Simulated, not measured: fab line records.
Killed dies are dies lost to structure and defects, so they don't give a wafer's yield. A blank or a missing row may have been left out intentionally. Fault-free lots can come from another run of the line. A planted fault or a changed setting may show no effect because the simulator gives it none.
Split-lot trial | flow n5Finfet | 7 lots, 39 wafers read, on a route of 1938 steps

THE SPLIT
At N5_WELL_APT_IMPLANT_15, the setting energyKev was moved away from the recipe's 25 on 9 of the 39 wafers read, by -6.0% to +11.6%. The other wafers ran this setting at the recipe's value.

The reading comes from the split's own step.

THE READING
In nm, at N5_WELL_APT_IMPLANT_15: implant.drpNm, which is the simulator's own figure and was read by no gauge. There is no usual value for it anywhere in the file.

wafer  | tool, chamber at the split | energyKev as run | against the recipe | implant.drpNm, nm | against lot-mates on the recipe
L074.1 | implanter-02, 0            | 25               | recipe             | 8.457             | -
L074.2 | implanter-02, 0            | 25               | recipe             | 8.457             | -
L074.3 | implanter-02, 0            | 25               | recipe             | 8.457             | -
L074.4 | implanter-02, 0            | 25               | recipe             | 8.457             | -
L074.5 | implanter-02, 0            | 25               | recipe             | 8.457             | -
L074.6 | implanter-02, 0            | 25               | recipe             | 8.457             | -
L078.1 | implanter-01, 0            | 25               | recipe             | 8.457             | -
L078.3 | implanter-01, 0            | 25               | recipe             | 8.457             | -
L078.4 | implanter-01, 0            | 25               | recipe             | 8.457             | -
L078.2 | implanter-01, 0            | 23.49            | -6.0%              | 8.093             | -0.364
L078.5 | implanter-01, 0            | 23.49            | -6.0%              | 8.093             | -0.364
L078.6 | implanter-01, 0            | 23.49            | -6.0%              | 8.093             | -0.364
L085.2 | implanter-02, 0            | 25               | recipe             | 8.457             | -
L085.4 | implanter-02, 0            | 25               | recipe             | 8.457             | -
L085.5 | implanter-02, 0            | 25               | recipe             | 8.457             | -
L086.1 | implanter-01, 0            | 25               | recipe             | 8.457             | -
L086.2 | implanter-01, 0            | 25               | recipe             | 8.457             | -
L086.3 | implanter-01, 0            | 25               | recipe             | 8.457             | -
L086.4 | implanter-01, 0            | 25               | recipe             | 8.457             | -
L086.5 | implanter-01, 0            | 25               | recipe             | 8.457             | -
L086.6 | implanter-01, 0            | 25               | recipe             | 8.457             | -
L090.1 | implanter-01, 0            | 25               | recipe             | 8.457             | -
L090.2 | implanter-01, 0            | 25               | recipe             | 8.457             | -
L090.5 | implanter-01, 0            | 25               | recipe             | 8.457             | -
L090.3 | implanter-01, 0            | 26.77            | +7.1%              | 8.88              | +0.423
L090.4 | implanter-01, 0            | 26.77            | +7.1%              | 8.88              | +0.423
L090.6 | implanter-01, 0            | 26.77            | +7.1%              | 8.88              | +0.423
L095.1 | implanter-01, 0            | 27.91            | +11.6%             | 9.149             | +0.692
L095.5 | implanter-01, 0            | 27.91            | +11.6%             | 9.149             | +0.692
L095.6 | implanter-01, 0            | 27.91            | +11.6%             | 9.149             | +0.692
L095.2 | implanter-01, 0            | 25               | recipe             | 8.457             | -
L095.3 | implanter-01, 0            | 25               | recipe             | 8.457             | -
L095.4 | implanter-01, 0            | 25               | recipe             | 8.457             | -
L097.1 | implanter-02, 0            | 25               | recipe             | 8.457             | -
L097.2 | implanter-02, 0            | 25               | recipe             | 8.457             | -
L097.3 | implanter-02, 0            | 25               | recipe             | 8.457             | -
L097.4 | implanter-02, 0            | 25               | recipe             | 8.457             | -
L097.5 | implanter-02, 0            | 25               | recipe             | 8.457             | -
L097.6 | implanter-02, 0            | 25               | recipe             | 8.457             | -

THE FIT
A straight line over all 39 wafers: implant.drpNm changes by +0.0597 nm for each +1% of energyKev; r = +1.00; the points scatter about the line by 0.0012 nm.
The same after taking each lot's own level away (the mean of its wafers on the recipe; 39 wafers): +0.0597 nm for each +1%; r = +1.00; scatter 0.0012 nm.
On that fit, the largest move of energyKev shifts the reading by 0.69 nm.
The lots' own levels span 8.4570 to 8.4570 nm.
Hence the lot-to-lot level has little effect on the slope; both slopes agree.
Check: +0.695 nm against its lot-mates is what the line predicts for one of the wafers moved furthest among these (+11.6%) when that wafer is left out of the fit. Against them it came out at +0.692 nm.

OTHER SPLITS ON THESE WAFERS
Other splits were also applied to these wafers ahead of the reading. Each is held against what the fit with the lots' levels taken away leaves over:
other split on the same wafers    | wafers away from the commonest value | r with implant.drpNm (lot level and that fit taken away)
N5_ZERO_LAYER_PECVD_02 targetThkA | 12                                   | +0.27

THE WHOLE CHAIN: every reading that the file lists as answering this split, in the file's order
step                   | what it does | reading                                                        | change (the file's fit)                | r (the file's)
N5_WELL_APT_IMPLANT_15 |              | implant.rpNm (the simulator's own value, which no gauge read)  | +0.14 nm for each +1% of the setting   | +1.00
N5_WELL_APT_IMPLANT_15 |              | implant.drpNm (the simulator's own value, which no gauge read) | +0.0596 nm for each +1% of the setting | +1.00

FILE'S OWN FIT
implant.drpNm changes by +0.0596 nm for each +1% of energyKev, r = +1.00.
